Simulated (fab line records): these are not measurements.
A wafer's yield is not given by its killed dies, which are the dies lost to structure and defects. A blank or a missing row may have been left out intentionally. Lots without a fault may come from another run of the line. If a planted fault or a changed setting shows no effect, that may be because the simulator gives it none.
Matching of chambers    flow nand-harc    NHARC_A_STAIRCASE_DEP_322 on pecvd-03 has 3 sister chambers
The step deposits SiO2, target thk 3800 nm. 6 wafers are shown with their chamber, then 12 later ones without.

== EACH WAFER AND ITS CHAMBER ==
wafer   chamber  heater-power-w (W)
L081.4  1        599
L084.5  1        593
L086.2  0        654
L085.2  0        721
L085.3  2        472
L085.5  2        453

== WAFERS WHOSE CHAMBER IS MISSING ==
wafer   heater-power-w (W)
L091.1  564
L091.3  795
L091.5  433
L091.2  716
L091.4  599
L091.6  613
L092.2  560
L092.4  633
L092.6  451
L095.1  640
L095.3  737
L095.6  454

== EACH ONE'S CHAMBER ==
wafer    from the rows above       in truth
L091.1   1                         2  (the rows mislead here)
L091.3   0                         0
L091.5   2                         2
L091.2   0                         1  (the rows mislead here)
L091.4   1                         1
L091.6   1                         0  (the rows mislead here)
L092.2   1                         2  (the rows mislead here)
L092.4   can't be placed: 1 or 0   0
L092.6   2                         2
L095.1   can't be placed: 1 or 0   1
L095.3   0                         0
L095.6   2                         2
Correct placement for 6 of the 12. These rows do not allow placing 2 (true chamber among the candidates in 2). Wrongly placed: 4.
How it was worked out, from the rows above alone: a wafer's distance from a chamber is the root of the sum, over the readings, of the square of ((its reading less the chamber's mean) divided by the reading's scatter). If the next closest chamber is less than 2 further off than the closest, the wafer can't be placed; otherwise it belongs to the closest. For every chamber, the mean is computed from those of its wafers that are shown. The scatter: take each reading less its chamber's mean, square it, sum over the shown wafers, divide by the number of wafers less the number of chambers, and take the root.
